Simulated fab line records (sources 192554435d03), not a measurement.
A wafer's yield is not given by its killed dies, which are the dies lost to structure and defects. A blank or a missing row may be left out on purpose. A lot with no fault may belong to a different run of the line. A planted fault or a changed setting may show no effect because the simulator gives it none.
Chamber matching -- flow n5 finfet -- 4 sister chambers for N5_BEOL_M5_ETCH_62 on rie diel-01
The step etches SOC in N2/H2, target depth 75 nm, overetch 15 nm, time 112.5 s. 4 wafers are shown with their chamber, then 12 later ones without.

## EACH WAFER AND ITS CHAMBER
wafer,chamber,throttle valve pct (%)
L087.4,2,18.2
L087.5,3,17.2
L092.4,0,17.4
L092.5,1,18.0

## WAFERS WITHOUT THEIR CHAMBER
wafer,throttle valve pct (%)
L094.1,17.4
L094.2,18.0
L094.3,17.3
L094.4,17.4
L094.5,17.3
L094.6,18.0
L095.1,17.4
L095.5,18.0
L095.6,17.3
L097.1,17.4
L097.3,17.8
L097.5,17.4

## CHAMBER TAKEN BY EACH
wafer,from the rows above,in truth
L094.1,0,0
L094.2,1,1
L094.3,can't be placed: 0 or 3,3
L094.4,0,0
L094.5,can't be placed: 0 or 3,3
L094.6,1,1
L095.1,0,0
L095.5,1,1
L095.6,can't be placed: 0 or 3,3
L097.1,0,0
L097.3,1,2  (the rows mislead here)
L097.5,0,0
Correct placement for 8 of the 12. Can't be placed from these rows: 3 (the true chamber is among the candidates in 3). 1 placed wrongly.
How it was worked out, from the rows above alone: a wafer's distance from a chamber is the root of the sum, over the readings, of the square of ((its reading less the chamber's mean) divided by the reading's scatter). If the next closest chamber is less than 2 further off than the closest, the wafer can't be placed; otherwise it belongs to the closest. A chamber's mean is the mean of its shown wafers. The scatter: root of mean squared gap, hidden wafer to nearest shown wafer, with one shown wafer a chamber.
